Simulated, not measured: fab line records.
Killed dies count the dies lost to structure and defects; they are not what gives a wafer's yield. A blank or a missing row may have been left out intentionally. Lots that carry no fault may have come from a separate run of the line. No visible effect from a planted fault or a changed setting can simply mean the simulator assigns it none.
Chamber matching / flow nandHarc / NHARC_P_CONTACT_STRIP_28 on rieDiel-05 has 4 sister chambers
The step strips in O2. 8 wafers are shown with their chamber, then 9 later ones without.

WAFERS, EACH WITH ITS CHAMBER
wafer=L077.5; chamber=2; showerheadPlenumPTorr (Torr)=3.39; drypumpMotorCurrentA (A)=5.8
wafer=L079.4; chamber=2; showerheadPlenumPTorr (Torr)=3.39; drypumpMotorCurrentA (A)=5.8
wafer=L079.5; chamber=1; showerheadPlenumPTorr (Torr)=3.43; drypumpMotorCurrentA (A)=6.0
wafer=L081.3; chamber=0; showerheadPlenumPTorr (Torr)=3.38; drypumpMotorCurrentA (A)=5.1
wafer=L081.5; chamber=3; showerheadPlenumPTorr (Torr)=3.55; drypumpMotorCurrentA (A)=5.2
wafer=L086.2; chamber=1; showerheadPlenumPTorr (Torr)=3.43; drypumpMotorCurrentA (A)=6.0
wafer=L086.5; chamber=3; showerheadPlenumPTorr (Torr)=3.54; drypumpMotorCurrentA (A)=5.1
wafer=L086.6; chamber=0; showerheadPlenumPTorr (Torr)=3.38; drypumpMotorCurrentA (A)=5.0

WAFERS WITHOUT THEIR CHAMBER
wafer=L088.3; showerheadPlenumPTorr (Torr)=3.38; drypumpMotorCurrentA (A)=5.0
wafer=L088.4; showerheadPlenumPTorr (Torr)=3.43; drypumpMotorCurrentA (A)=6.0
wafer=L088.6; showerheadPlenumPTorr (Torr)=3.54; drypumpMotorCurrentA (A)=5.2
wafer=L089.3; showerheadPlenumPTorr (Torr)=3.54; drypumpMotorCurrentA (A)=5.2
wafer=L089.4; showerheadPlenumPTorr (Torr)=3.43; drypumpMotorCurrentA (A)=6.0
wafer=L089.5; showerheadPlenumPTorr (Torr)=3.39; drypumpMotorCurrentA (A)=5.7
wafer=L091.1; showerheadPlenumPTorr (Torr)=3.38; drypumpMotorCurrentA (A)=5.0
wafer=L091.4; showerheadPlenumPTorr (Torr)=3.43; drypumpMotorCurrentA (A)=6.0
wafer=L091.6; showerheadPlenumPTorr (Torr)=3.43; drypumpMotorCurrentA (A)=6.0

THE CHAMBER EACH PASSED THROUGH
wafer=L088.3; from the rows above=0; in truth=0
wafer=L088.4; from the rows above=1; in truth=1
wafer=L088.6; from the rows above=3; in truth=3
wafer=L089.3; from the rows above=3; in truth=3
wafer=L089.4; from the rows above=1; in truth=1
wafer=L089.5; from the rows above=2; in truth=2
wafer=L091.1; from the rows above=0; in truth=0
wafer=L091.4; from the rows above=1; in truth=1
wafer=L091.6; from the rows above=1; in truth=1
9 of 9 placed correctly. Left unplaced by these rows: 0. Wrongly placed: 0.
How it was worked out, from the rows above alone: a wafer's distance from a chamber is the root of the sum, over the readings, of the square of ((its reading less the chamber's mean) divided by the reading's scatter). If the next closest chamber is less than 2 further off than the closest, the wafer can't be placed; otherwise it belongs to the closest. Each chamber's mean is taken over the wafers shown for it. The scatter is the square root of a quotient: the sum, over the shown wafers, of each reading's squared deviation from its chamber's mean, divided by wafers minus chambers.
